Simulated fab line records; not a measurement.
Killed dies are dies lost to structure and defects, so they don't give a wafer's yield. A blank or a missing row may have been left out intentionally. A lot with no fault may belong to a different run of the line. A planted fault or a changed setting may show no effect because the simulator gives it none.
fab line records	flow nand-harc
record: lots: 24	wafers: 72	last-day: 34
route steps=1302 shown A_ONON_D1@425 A_CHANNEL_HOLE_D1@451
lots untouched by any fault: they come from a run of this same line in which no faults occurred
start-h: the number of hours between the record's first day and the start of the first shown wafer of the lot	wait-h: time in hours since the lot's previous step	" unchanged from the row above	L1.1+2: several wafers, shown together as one row	- no value, or no start was given	* or withheld: withheld	< > ~ a bound
route shown NAME@n: a module of which the file shows steps, and the number in the route of the first	usual: mean/standard deviation taken from wafers without a fault	same: alike in all rows	chamber/n: place in a boat	sites: the reading at each site	_std_site: standard deviation across them	_edge_site: outer sites' mean less inner sites'	radius-mm: how far each site lies from the wafer's centre	mask NAME#n: copy n	behind: the most recent tool/chamber to have shaped the wafer	hold: cause of the lot's hold/its duration in hours/its outcome	device: whichever transistor did not switch (one of n, p or np)	end of line: the route-end tests of the same wafers	for a step that has no rows: nothing shown but its recipe	killed: at the first sort, the dies lost to defects and structure; wafer yield is something else	map: per-die view of a wafer (x killed, . not killed, _ where there is no die)
set.NAME: setting as actually run; set.NAME@STEP: the setting as run at that earlier step	model.NAME: the simulator's own value behind a step, which no gauge read
the route's steps for a sample of lots (tables are steps, rows are wafers)
services: a tool's chamber out of use, with start hour (start-h, from the record's first day; less than 0 if before it), hours out, and reason
== steps ==
step: NHARC_A_ONON_D1_THK_MEAS_02
recipe: thk-meas-gauge: ellipsometry
usual: thk-nm: 1002/11
lot.wafer	tool	chamber	start-h	wait-h	thk-nm
L074.3	film-metro-02	-	162.14	-	1022
L074.5	"	-	"	"	1024
L074.6	"	-	"	"	1023
L075.2	film-metro-02	-	181.02	-	1006
L075.5	"	-	"	"	1005
L075.6	"	-	"	"	1005
L076.2	film-metro-01	-	181.03	-	995
L076.3	"	-	"	"	996
L076.6	"	-	"	"	997
L077.2	film-metro-02	-	188.20	-	998
L077.5	"	-	"	"	998
L077.6	"	-	"	"	998
L078.1	film-metro-02	-	203.74	-	1006
L078.4	"	-	"	"	1003
L078.6	"	-	"	"	1005
L079.1	film-metro-02	-	211.80	-	1001
L079.3	"	-	"	"	1002
L079.5	"	-	"	"	1001
L080.1	film-metro-01	-	220.45	-	1006
L080.2	"	-	"	"	1006
L080.3	"	-	"	"	1006
L081.1	film-metro-02	-	235.25	-	1006
L081.3	"	-	"	"	1004
L081.6	"	-	"	"	1004
L082.2	film-metro-01	-	235.26	-	1002
L082.4	"	-	"	"	1001
L082.6	"	-	"	"	1003
L083.2	film-metro-01	-	249.63	-	982
L083.4	"	-	"	"	983
L083.5	"	-	"	"	981
L084.1	film-metro-01	-	258.56	-	992
L084.2	"	-	"	"	995
L084.4	"	-	"	"	992
L086.2	film-metro-02	-	275.48	-	998
L086.4	"	-	"	"	998
L086.5	"	-	"	"	996
L085.2	film-metro-01	-	275.76	-	1018
L085.3	"	-	"	"	1017
L085.4	"	-	"	"	1017
L087.1	film-metro-01	-	292.97	-	996
L087.2	"	-	"	"	996
L087.3	"	-	"	"	997
L089.1	film-metro-01	-	307.12	-	1017
L089.2	"	-	"	"	1015
L089.5	"	-	"	"	1014
L088.1	film-metro-01	-	312.36	-	984
L088.2	"	-	"	"	984
L088.3	"	-	"	"	984
L090.2	film-metro-02	-	328.66	-	1008
L090.5	"	-	"	"	1009
L090.6	"	-	"	"	1009
L091.1	film-metro-01	-	339.30	-	1000
L091.3	"	-	"	"	1001
L091.5	"	-	"	"	1000
L092.1	film-metro-01	-	345.16	-	1014
L092.4	"	-	"	"	1011
L092.6	"	-	"	"	1013
L093.2	film-metro-02	-	350.52	-	1014
L093.3	"	-	"	"	1014
L093.5	"	-	"	"	1014
L094.3	film-metro-02	-	360.42	-	1007
L094.4	"	-	"	"	1005
L094.6	"	-	"	"	1007
L095.1	film-metro-02	-	369.37	-	1013
L095.4	"	-	"	"	1010
L095.5	"	-	"	"	1011
L097.3	film-metro-01	-	388.32	-	989
L097.4	"	-	"	"	987
L097.6	"	-	"	"	989
L096.2	film-metro-01	-	416.06	-	985
L096.3	"	-	"	"	983
L096.6	"	-	"	"	984
step: NHARC_A_ONON_D1_THK_MEAS_27
recipe: thk-meas-gauge: ellipsometry
usual: thk-nm: 1002/8.7
lot.wafer	tool	chamber	start-h	wait-h	thk-nm
L074.3	film-metro-02	-	173.71	-	999
L074.5	"	-	"	"	1000
L074.6	"	-	"	"	998
L076.2	film-metro-01	-	192.65	-	1005
L076.3	"	-	"	"	1007
L076.6	"	-	"	"	1005
L075.2	film-metro-01	-	192.67	-	1008
L075.5	"	-	"	"	1004
L075.6	"	-	"	"	1007
L077.2	film-metro-02	-	201.38	-	1016
L077.5	"	-	"	"	1016
L077.6	"	-	"	"	1016
L078.1	film-metro-02	-	215.58	-	1000
L078.4	"	-	"	"	999
L078.6	"	-	"	"	1000
L079.1	film-metro-02	-	223.59	-	1010
L079.3	"	-	"	"	1010
L079.5	"	-	"	"	1012
L080.1	film-metro-02	-	233.13	-	1002
L080.2	"	-	"	"	1001
L080.3	"	-	"	"	1002
L082.2	film-metro-02	-	247.01	-	988
L082.4	"	-	"	"	989
L082.6	"	-	"	"	988
L081.1	film-metro-01	-	247.02	-	989
L081.3	"	-	"	"	989
L081.6	"	-	"	"	989
L083.2	film-metro-01	-	261.40	-	1009
L083.4	"	-	"	"	1009
L083.5	"	-	"	"	1010
L084.1	film-metro-01	-	277.11	-	1011
L084.2	"	-	"	"	1009
L084.4	"	-	"	"	1010
L086.2	film-metro-02	-	287.32	-	1013
L086.4	"	-	"	"	1015
L086.5	"	-	"	"	1016
L085.2	film-metro-01	-	287.33	-	999
L085.3	"	-	"	"	999
L085.4	"	-	"	"	997
L087.1	film-metro-02	-	311.54	-	1007
L087.2	"	-	"	"	1006
L087.3	"	-	"	"	1007
L089.1	film-metro-02	-	318.86	-	999
L089.2	"	-	"	"	997
L089.5	"	-	"	"	998
L088.1	film-metro-02	-	326.72	-	998
L088.2	"	-	"	"	1000
L088.3	"	-	"	"	998
L090.2	film-metro-01	-	341.31	-	997
L090.5	"	-	"	"	995
L090.6	"	-	"	"	995
L091.1	film-metro-02	-	351.40	-	1015
L091.3	"	-	"	"	1014
L091.5	"	-	"	"	1017
L092.1	film-metro-02	-	359.68	-	988
L092.4	"	-	"	"	987
L092.6	"	-	"	"	987
L093.2	film-metro-01	-	359.72	-	990
L093.3	"	-	"	"	993
L093.5	"	-	"	"	990
L094.3	film-metro-02	-	372.06	-	1000
L094.4	"	-	"	"	999
L094.6	"	-	"	"	999
L095.1	film-metro-01	-	381.17	-	999
L095.4	"	-	"	"	999
L095.5	"	-	"	"	1000
L097.3	film-metro-01	-	400.08	-	1012
L097.4	"	-	"	"	1012
L097.6	"	-	"	"	1010
L096.2	film-metro-01	-	428.18	-	987
L096.3	"	-	"	"	988
L096.6	"	-	"	"	990
step: NHARC_A_CHANNEL_HOLE_D1_DEP_01
recipe: target-thk-a: 1400	target-thk-nm: 140	temp-c: 400	pressure-torr: 3.5	flow-sccm: 200	rf-w: 350	material: SiON
usual: heater-power-w: 782/120
lot.wafer	tool	chamber	start-h	wait-h	heater-power-w
L074.3	pecvd-03	2	176.89	1.0	974
L074.6	"	1	"	"	698
L074.5	"	2	"	"	831
L076.3	pecvd-04	0	196.47	1.0	579
L076.2	"	1	"	"	720
L076.6	"	1	"	"	707
L075.2	pecvd-04	0	197.06	1.3	594
L075.5	"	0	"	"	609
L075.6	"	1	"	"	749
L077.2	pecvd-02	0	208.03	1.3	881
L077.6	"	2	"	"	587
L077.5	"	1	"	"	888
L078.1	pecvd-03	0	218.81	1.6	720
L078.6	"	0	"	"	721
L078.4	"	1	"	"	680
L079.1	pecvd-03	0	229.10	1.6	762
L079.3	"	1	"	"	765
L079.5	"	2	"	"	1013
L080.3	pecvd-03	1	238.07	1.2	799
L080.1	"	2	"	"	945
L080.2	"	0	"	"	726
L082.2	pecvd-03	2	250.38	1.3	1007
L082.4	"	1	"	"	649
L082.6	"	0	"	"	652
L081.3	pecvd-03	1	251.90	1.0	798
L081.1	"	0	"	"	663
L081.6	"	1	"	"	826
L083.2	pecvd-03	0	264.54	1.3	754
L083.5	"	2	"	"	936
L083.4	"	0	"	"	750
L084.2	pecvd-02	1	280.24	1.3	808
L084.1	"	2	"	"	691
L084.4	"	0	"	"	780
L085.3	pecvd-04	1	290.46	1.0	752
L085.2	"	2	"	"	881
L085.4	"	0	"	"	549
L086.2	pecvd-03	2	290.51	1.4	1010
L086.5	"	0	"	"	735
L086.4	"	2	"	"	999
L087.1	pecvd-04	2	316.47	1.6	828
L087.2	"	0	"	"	705
L087.3	"	1	"	"	724
L089.1	pecvd-04	2	322.12	1.8	850
L089.2	"	0	"	"	644
L089.5	"	0	"	"	675
L088.1	pecvd-03	0	331.22	1.6	685
L088.2	"	1	"	"	813
L088.3	"	2	"	"	867
L090.2	pecvd-02	1	344.46	1.3	808
L090.6	"	0	"	"	842
L090.5	"	1	"	"	819
L091.3	pecvd-04	0	356.60	1.0	584
L091.1	"	2	"	"	867
L091.5	"	1	"	"	797
L093.2	pecvd-02	1	364.85	1.3	815
L093.3	"	2	"	"	594
L093.5	"	1	"	"	805
L092.1	pecvd-03	1	366.10	1.6	809
L092.4	"	0	"	"	780
L092.6	"	1	"	"	783
L094.3	pecvd-04	0	375.20	1.0	700
L094.6	"	1	"	"	764
L094.4	"	2	"	"	748
L095.1	pecvd-03	2	384.31	1.6	1070
L095.4	"	2	"	"	1075
L095.5	"	0	"	"	639
L097.3	pecvd-02	0	403.17	1.0	884
L097.6	"	2	"	"	589
L097.4	"	1	"	"	801
L096.3	pecvd-03	0	436.18	1.0	685
L096.2	"	2	"	"	1063
L096.6	"	1	"	"	716
step: NHARC_A_CHANNEL_HOLE_D1_CD_MEAS_10
recipe: target-cd-nm: 100	landing-energy-ev: 500
usual: cd-nm: 100.0/0.44
same: landing-energy-ev: 500
lot.wafer	tool	chamber	start-h	wait-h	cd-nm
L074.3	cd-sem-02	0	177.56	-	100.1
L074.5	"	0	"	"	100.5
L074.6	"	0	"	"	100.4
L076.2	cd-sem-02	0	197.17	-	99.8
L076.3	"	0	"	"	99.9
L076.6	"	0	"	"	100.3
L075.2	cd-sem-01	0	197.75	-	99.7
L075.5	"	0	"	"	99.8
L075.6	"	0	"	"	99.9
L077.2	cd-sem-01	0	208.73	-	100.9
L077.5	"	0	"	"	100.1
L077.6	"	0	"	"	100.1
L078.1	cd-sem-03	0	219.56	-	100.5
L078.4	"	0	"	"	100.8
L078.6	"	0	"	"	99.8
L079.1	cd-sem-02	0	229.82	-	100.2
L079.3	"	0	"	"	100.6
L079.5	"	0	"	"	99.2
L080.1	cd-sem-01	0	238.79	-	100.0
L080.2	"	0	"	"	99.4
L080.3	"	0	"	"	99.9
L082.2	cd-sem-01	0	251.08	-	100.0
L082.4	"	0	"	"	100.1
L082.6	"	0	"	"	100.0
L081.1	cd-sem-02	0	252.52	-	99.5
L081.3	"	0	"	"	100.1
L081.6	"	0	"	"	99.8
L083.2	cd-sem-02	0	265.24	-	99.0
L083.4	"	0	"	"	100.2
L083.5	"	0	"	"	99.9
L084.1	cd-sem-01	0	280.93	-	100.0
L084.2	"	0	"	"	100.0
L084.4	"	0	"	"	99.9
L085.2	cd-sem-03	0	291.16	-	100.5
L085.3	"	0	"	"	100.2
L085.4	"	0	"	"	99.9
L086.2	cd-sem-01	0	291.31	-	99.4
L086.4	"	0	"	"	100.0
L086.5	"	0	"	"	100.6
L087.1	cd-sem-03	0	317.07	-	99.4
L087.2	"	0	"	"	99.2
L087.3	"	0	"	"	99.1
L089.1	cd-sem-02	0	322.84	-	99.4
L089.2	"	0	"	"	99.6
L089.5	"	0	"	"	100.0
L088.1	cd-sem-01	0	331.81	-	100.8
L088.2	"	0	"	"	101.0
L088.3	"	0	"	"	100.7
L090.2	cd-sem-03	0	345.18	-	99.6
L090.5	"	0	"	"	100.0
L090.6	"	0	"	"	100.0
L091.1	cd-sem-01	0	357.32	-	99.4
L091.3	"	0	"	"	99.5
L091.5	"	0	"	"	99.2
L093.2	cd-sem-02	0	365.58	-	100.1
L093.3	"	0	"	"	99.7
L093.5	"	0	"	"	100.2
L092.1	cd-sem-02	0	366.79	-	100.4
L092.4	"	0	"	"	100.5
L092.6	"	0	"	"	100.5
L094.3	cd-sem-01	0	375.74	-	99.6
L094.4	"	0	"	"	99.6
L094.6	"	0	"	"	100.2
L095.1	cd-sem-02	0	385.00	-	99.7
L095.4	"	0	"	"	100.7
L095.5	"	0	"	"	100.6
L097.3	cd-sem-03	0	403.87	-	99.3
L097.4	"	0	"	"	99.8
L097.6	"	0	"	"	100.2
L096.2	cd-sem-01	0	436.91	-	99.9
L096.3	"	0	"	"	99.4
L096.6	"	0	"	"	99.4
step: NHARC_A_CHANNEL_HOLE_D1_ETCH_20
recipe: bias-v: 3000	source-w: withheld	pressure-mtorr: 20	time-s: 361.9	ar-flow-sccm: 375	c4f8-flow-sccm: 89.3	o2-flow-sccm: 35.7	temp-c: -20	target-depth-a: 16000	chemistry: C4F8/O2/Ar
usual: c4f8-flow-sccm: 89.34/0.28	drypump-motor-current-A: 5.59/0.14	showerhead-plenum-p-Torr: 3.65/0.094	temp-c: -20.01/0.1	throttle-valve-pct: 32.154/0.0084
lot.wafer	tool	chamber	start-h	wait-h	c4f8-flow-sccm	drypump-motor-current-A	rf-hours-counter-h	showerhead-plenum-p-Torr	temp-c	throttle-valve-pct
L074.3	har-etch-02	0	179.14	0.2	89.13	5.60	-	3.72	-20.10	32.163
L074.6	"	0	"	"	89.53	5.59	-	3.72	-19.96	32.158
L074.5	"	1	"	"	89.20	5.78	-	3.77	-20.12	32.151
L076.2	har-etch-02	1	198.71	0.1	89.10	5.77	310	3.76	-19.87	32.162
L076.3	"	1	"	"	89.16	5.77	-	3.76	-19.88	32.151
L076.6	"	0	"	"	89.18	5.58	-	3.71	-20.00	32.160
L075.2	har-etch-01	1	199.75	0.1	89.90	5.66	96	3.73	-19.90	32.148
L075.5	"	0	"	"	88.84	5.40	-	3.53	-20.19	32.157
L075.6	"	1	"	"	89.20	5.61	-	3.73	-19.79	32.146
L077.2	har-etch-02	1	210.26	0.1	89.26	5.78	314	3.76	-20.05	32.144
L077.6	"	0	"	"	89.26	5.60	-	3.71	-19.97	32.150
L077.5	"	1	"	"	89.51	5.76	-	3.76	-20.17	32.162
L078.1	har-etch-02	0	221.15	0.1	89.26	5.58	322	3.70	-19.90	32.129
L078.4	"	1	"	"	89.31	5.75	-	3.75	-20.17	32.150
L078.6	"	1	"	"	89.64	5.74	-	3.75	-19.90	32.136
L079.1	har-etch-02	1	234.60	0.1	89.55	5.77	329	3.75	-19.97	32.169
L079.3	"	0	"	"	89.43	5.58	-	3.70	-20.15	32.146
L079.5	"	0	"	"	89.52	5.59	-	3.70	-20.16	32.152
L080.2	har-etch-01	0	244.80	0.1	90.12	5.37	111	3.53	-20.05	32.156
L080.1	"	1	"	"	89.00	5.65	111	3.72	-20.13	32.147
L080.3	"	0	"	"	89.42	5.36	-	3.53	-20.15	32.145
L082.2	har-etch-02	1	252.61	0.1	89.33	5.75	345	3.74	-20.01	32.150
L082.4	"	0	"	"	89.74	5.61	-	3.69	-19.98	32.162
L082.6	"	1	"	"	88.96	5.79	-	3.74	-20.20	32.152
L081.1	har-etch-01	0	254.02	0.1	89.96	5.35	119	3.52	-19.91	32.153
L081.3	"	0	"	"	89.34	5.36	-	3.52	-19.88	32.151
L081.6	"	1	"	"	89.45	5.66	-	3.72	-20.17	32.162
L083.2	har-etch-01	1	266.93	0.1	88.74	5.63	126	3.72	-19.96	32.146
L083.4	"	0	"	"	89.74	5.37	-	3.52	-19.91	32.142
L083.5	"	1	"	"	89.21	5.68	-	3.72	-20.04	32.155
L084.1	har-etch-01	0	282.91	0.1	89.73	5.39	138	3.51	-20.05	32.150
L084.2	"	1	"	"	88.94	5.67	138	3.71	-20.08	32.163
L084.4	"	1	"	"	89.30	5.66	-	3.71	-20.01	32.155
L085.2	har-etch-01	1	292.84	0.1	89.18	5.64	142	3.71	-19.91	32.145
L085.4	"	0	"	"	89.49	5.38	-	3.51	-20.07	32.162
L085.3	"	1	"	"	89.60	5.64	-	3.71	-20.06	32.160
L086.2	har-etch-02	1	294.07	0.1	88.96	5.78	371	3.73	-20.09	32.148
L086.4	"	1	"	"	89.44	5.74	-	3.72	-19.97	32.144
L086.5	"	1	"	"	89.05	5.75	-	3.73	-20.23	32.161
L087.1	har-etch-01	0	318.54	0.1	89.08	5.36	157	3.50	-19.98	32.160
L087.2	"	1	"	"	89.20	5.64	157	3.70	-20.10	32.161
L087.3	"	0	"	"	89.02	5.36	-	3.50	-19.91	32.164
L089.1	har-etch-01	1	325.14	0.1	88.97	5.63	161	3.70	-20.07	32.158
L089.2	"	0	"	"	88.86	5.39	161	3.50	-19.95	32.160
L089.5	"	1	"	"	89.04	5.65	-	3.70	-20.02	32.169
L088.1	har-etch-01	0	333.29	0.1	89.53	5.39	165	3.50	-20.12	32.166
L088.2	"	1	"	"	89.67	5.66	165	3.70	-20.05	32.157
L088.3	"	1	"	"	89.32	5.63	-	3.69	-19.96	32.139
L090.2	har-etch-02	0	346.85	0.1	89.25	5.60	398	3.66	-19.80	32.141
L090.6	"	1	"	"	89.12	5.74	-	3.71	-20.06	32.148
L090.5	"	0	"	"	89.35	5.62	-	3.66	-20.00	32.159
L091.1	har-etch-02	0	358.88	0.1	89.46	5.60	405	3.66	-20.03	32.143
L091.3	"	0	"	"	89.39	5.58	-	3.66	-20.01	32.146
L091.5	"	0	"	"	89.30	5.63	-	3.66	-19.90	32.142
L093.2	har-etch-01	1	368.98	0.1	89.71	5.65	188	3.68	-20.12	32.161
L093.3	"	0	"	"	89.35	5.34	-	3.49	-19.98	32.163
L093.5	"	1	"	"	89.18	5.66	-	3.68	-20.12	32.157
L092.1	har-etch-02	0	371.12	0.1	89.63	5.61	417	3.65	-20.15	32.150
L092.4	"	1	"	"	89.27	5.74	-	3.70	-19.86	32.142
L092.6	"	1	"	"	89.44	5.76	-	3.70	-20.03	32.146
L094.3	har-etch-01	1	379.38	0.2	90.01	5.64	-	3.68	-19.92	32.145
L094.4	"	0	"	"	89.00	5.42	-	3.48	-20.03	32.155
L094.6	"	0	"	"	89.50	5.41	-	3.48	-19.83	32.151
L095.1	har-etch-01	0	386.55	0.1	89.23	5.41	199	3.48	-20.03	32.156
L095.4	"	0	"	"	89.34	5.40	-	3.48	-20.15	32.164
L095.5	"	0	"	"	89.27	5.39	-	3.48	-20.05	32.150
L097.4	har-etch-01	0	405.46	0.2	89.37	5.38	-	3.47	-19.99	32.176
L097.3	"	1	"	"	88.75	5.64	-	3.67	-19.91	32.168
L097.6	"	1	"	"	89.41	5.64	-	3.67	-20.05	32.153
L096.2	har-etch-02	0	442.85	0.1	89.81	5.64	27	3.63	-19.90	32.159
L096.3	"	0	"	"	89.61	5.59	-	3.63	-19.78	32.161
L096.6	"	0	"	"	89.59	5.63	-	3.63	-19.94	32.150
step: NHARC_A_CHANNEL_HOLE_D1_XSEM_31
recipe: landing-energy-ev: 35000
usual: bot-cd-nm: 74.9/1	bow-nm: 8.6/0.36	tilt-deg: 0.07/0.046
same: landing-energy-ev: 35000
lot.wafer	tool	chamber	start-h	wait-h	bot-cd-nm	bow-nm	tilt-deg
L074.3	xsem-02	0	184.60	0.1	75.4	9.0	0.05
L074.5	"	0	"	"	76.0	9.0	0.05
L074.6	"	0	"	"	75.2	8.9	0.05
L076.2	xsem-01	0	204.19	0.1	74.4	9.3	0.10
L076.3	"	0	"	"	75.8	9.3	0.10
L076.6	"	0	"	"	75.0	9.3	0.10
L075.2	xsem-02	0	205.17	0.1	74.1	8.5	0.10
L075.5	"	0	"	"	74.1	8.5	0.10
L075.6	"	0	"	"	74.2	8.5	0.09
L077.2	xsem-01	0	215.73	0.1	76.5	8.3	0.07
L077.5	"	0	"	"	75.7	8.2	0.07
L077.6	"	0	"	"	75.5	8.2	0.07
L078.1	xsem-02	0	226.63	0.1	75.3	8.5	0.09
L078.4	"	0	"	"	75.3	8.5	0.08
L078.6	"	0	"	"	73.4	8.4	0.09
L079.1	xsem-01	0	240.05	0.1	75.3	8.6	0.18
L079.3	"	0	"	"	75.0	8.6	0.18
L079.5	"	0	"	"	74.4	8.6	0.18
L080.1	xsem-02	0	250.41	0.1	75.0	8.7	0.09
L080.2	"	0	"	"	75.6	8.7	0.09
L080.3	"	0	"	"	75.6	8.8	0.09
L082.2	xsem-02	0	258.03	0.1	75.3	8.4	0.04
L082.4	"	0	"	"	73.8	8.3	0.04
L082.6	"	0	"	"	73.6	8.3	0.04
L081.1	xsem-01	0	259.54	0.1	74.5	8.5	-0.01
L081.3	"	0	"	"	74.1	8.5	-0.01
L081.6	"	0	"	"	75.2	8.5	-0.01
L083.2	xsem-02	0	272.46	0.1	75.7	8.2	-0.01
L083.4	"	0	"	"	74.9	8.2	-0.02
L083.5	"	0	"	"	74.7	8.2	-0.02
L084.1	xsem-01	0	288.41	0.1	75.0	8.6	0.07
L084.2	"	0	"	"	75.8	8.6	0.07
L084.4	"	0	"	"	74.9	8.6	0.06
L085.2	xsem-01	0	298.30	0.1	74.8	8.0	0.13
L085.3	"	0	"	"	75.3	7.9	0.13
L085.4	"	0	"	"	74.6	7.9	0.13
L086.2	xsem-02	0	299.99	0.1	73.7	8.4	0.01
L086.4	"	0	"	"	74.1	8.4	0.01
L086.5	"	0	"	"	75.6	8.4	0.00
L087.1	xsem-01	0	324.73	0.1	73.4	9.3	0.06
L087.2	"	0	"	"	76.0	9.1	0.06
L087.3	"	0	"	"	74.6	9.2	0.06
L089.1	xsem-01	0	330.65	0.1	75.3	8.5	0.04
L089.2	"	0	"	"	76.2	8.5	0.04
L089.5	"	0	"	"	74.9	8.4	0.04
L088.1	xsem-02	0	338.78	0.1	76.4	8.7	0.05
L088.2	"	0	"	"	76.1	8.6	0.05
L088.3	"	0	"	"	77.4	8.6	0.05
L090.2	xsem-01	0	352.45	0.1	74.2	8.0	0.06
L090.5	"	0	"	"	75.7	8.0	0.05
L090.6	"	0	"	"	75.2	8.0	0.06
L091.1	xsem-01	0	364.40	0.1	73.4	9.3	0.15
L091.3	"	0	"	"	72.8	9.3	0.15
L091.5	"	0	"	"	74.0	9.3	0.14
L093.2	xsem-02	0	374.42	0.1	75.1	8.3	0.10
L093.3	"	0	"	"	76.4	8.2	0.10
L093.5	"	0	"	"	75.8	8.2	0.10
L092.1	xsem-02	0	376.56	0.1	73.3	8.5	0.06
L092.4	"	0	"	"	74.7	8.5	0.06
L092.6	"	0	"	"	76.1	8.5	0.06
L094.3	xsem-02	0	384.79	0.1	73.1	8.4	0.13
L094.4	"	0	"	"	73.9	8.4	0.13
L094.6	"	0	"	"	73.2	8.4	0.14
L095.1	xsem-01	0	391.98	0.1	74.3	8.6	0.10
L095.4	"	0	"	"	75.2	8.5	0.10
L095.5	"	0	"	"	75.5	8.4	0.11
L097.3	xsem-01	0	410.84	0.1	73.3	8.7	0.08
L097.4	"	0	"	"	73.1	8.8	0.09
L097.6	"	0	"	"	74.5	8.7	0.08
L096.2	xsem-02	0	448.37	0.1	76.3	9.0	0.05
L096.3	"	0	"	"	73.5	9.1	0.05
L096.6	"	0	"	"	73.1	9.1	0.05
== services ==
tool	chamber	start-h	hours	kind
pecvd-03	-	185.11	13.0	pm
pecvd-03	0	185.11	13.0	vent-cycle
pecvd-03	1	185.11	13.0	vent-cycle
pecvd-03	2	185.11	13.0	vent-cycle
pecvd-03	0	198.11	-	clean
pecvd-03	1	198.11	-	clean
pecvd-03	2	198.11	-	clean
pecvd-02	-	227.29	13.0	pm
har-etch-01	-	229.49	11.4	repair
pecvd-04	-	269.00	13.0	pm
pecvd-04	0	299.45	1.9	repair
pecvd-02	-	306.57	1.1	repair
pecvd-03	-	366.24	13.0	pm
pecvd-03	0	366.24	13.0	vent-cycle
pecvd-03	1	366.24	13.0	vent-cycle
pecvd-03	2	366.24	13.0	vent-cycle
xsem-01	-	374.00	14.0	pm
har-etch-02	-	377.00	17.0	pm
har-etch-02	0	377.00	17.0	vent-cycle
har-etch-02	1	377.00	17.0	vent-cycle
pecvd-03	0	379.24	-	clean
pecvd-03	1	379.24	-	clean
pecvd-03	2	379.24	-	clean
pecvd-02	-	408.35	13.0	pm
== key ==
fault none
